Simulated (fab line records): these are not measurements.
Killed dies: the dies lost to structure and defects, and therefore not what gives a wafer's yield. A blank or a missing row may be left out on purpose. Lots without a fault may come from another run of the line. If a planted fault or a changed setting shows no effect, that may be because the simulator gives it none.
Split-lot study    flow n5Finfet    21 wafers read across 7 lots, on a route 1938 steps long

== THE SPLIT ==
At N5_DUMMY_GATE_ETCH_37 (etches SOC in N2/H2, target depth 60 nm, overetch 30 nm), the setting sourceW was moved away from the recipe's 840 W on 5 of the 21 wafers read, by -17.3% to +4.7%. All remaining wafers had this setting at the recipe value.

The split's own step is where the reading is taken.

== THE READING ==
rfVppV, in V, at N5_DUMMY_GATE_ETCH_37 (etches SOC in N2/H2, target depth 60 nm, overetch 30 nm). Fault-free wafers of this fab line usually give 524.6 V, standard deviation 2.8 V.

wafer   tool, chamber at the split  sourceW as run, W  against the recipe  rfVppV, V  against lot-mates on the recipe
L075.1  rieDiel-02, 0               840                recipe              525.2      -
L075.3  rieDiel-02, 3               879.4              +4.7%               516.6      -9.3
L075.6  rieDiel-02, 0               840                recipe              526.6      -
L076.2  rieDiel-04, 1               694.8              -17.3%              560.5      +32.9
L076.4  rieDiel-04, 2               694.8              -17.3%              560.0      +32.4
L076.6  rieDiel-04, 0               840                recipe              527.6      -
L084.2  rieDiel-04, 1               840                recipe              527.8      -
L084.5  rieDiel-04, 3               840                recipe              519.6      -
L084.6  rieDiel-04, 1               840                recipe              527.4      -
L085.2  rieDiel-04, 2               840                recipe              526.3      -
L085.4  rieDiel-04, 3               760.1              -9.5%               538.2      +11.4
L085.6  rieDiel-04, 0               840                recipe              527.4      -
L089.3  rieDiel-04, 3               840                recipe              520.8      -
L089.5  rieDiel-04, 1               840                recipe              527.8      -
L089.6  rieDiel-04, 0               840                recipe              526.0      -
L091.2  rieDiel-02, 3               840                recipe              523.9      -
L091.4  rieDiel-02, 0               840                recipe              524.3      -
L091.6  rieDiel-02, 2               730.9              -13.0%              543.6      +19.5
L097.1  rieDiel-04, 1               840                recipe              526.1      -
L097.3  rieDiel-04, 3               840                recipe              518.6      -
L097.5  rieDiel-04, 3               840                recipe              520.7      -

FIT RESULTS
A straight line over all 21 wafers: rfVppV changes by -1.87 V for each +1% of sourceW; r = -0.96; the points scatter about the line by 3.4 V.
The same after taking each lot's own level away (the mean of its wafers on the recipe; 21 wafers): -1.76 V for each +1%; r = -0.97; scatter 2.8 V.
On that fit, the largest move of sourceW shifts the reading by 30 V.
Across the lots, their own levels run from 521.80 to 527.60 V, a range of 2.1 times the standard deviation given above.
So the lot-to-lot level changes the slope little: the two slopes agree.
Check: +28.8 V against its lot-mates is what the line predicts for one of the wafers moved furthest among these (-17.3%) when that wafer is left out of the fit. Against them it came out at +32.9 V.
Tool readings at the split's step, against how far the setting was moved: rfVppV r = -0.96.

== THE OTHER SPLITS THESE WAFERS WENT THROUGH ==
Other splits were also applied to these wafers ahead of the reading. Each is held against what the fit with the lots' levels taken away leaves over:
other split on the same wafers         wafers away from the commonest value  r with rfVppV (lot level and that fit taken away)
N5_ZERO_LAYER_PECVD_02 timeS           9                                     -0.10
N5_ZERO_LAYER_COAT_05 spinRpm          8                                     +0.01
N5_ZERO_LAYER_ETCH_18 biasW            6                                     -0.33
N5_WELL_APT_PEB_06 pebTempC            6                                     -0.01
N5_PMOS_HMC_CHANNEL_EPI_ETCH_32 biasW  4                                     -0.20
N5_FIN_CUT_COAT_02 spinRpm             8                                     +0.18
N5_DUMMY_GATE_EXPOSE_12 doseMj         7                                     +0.24

== FILE'S OWN FIT ==
rfVppV changes by -1.67 V for each +1% of sourceW, r = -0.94.
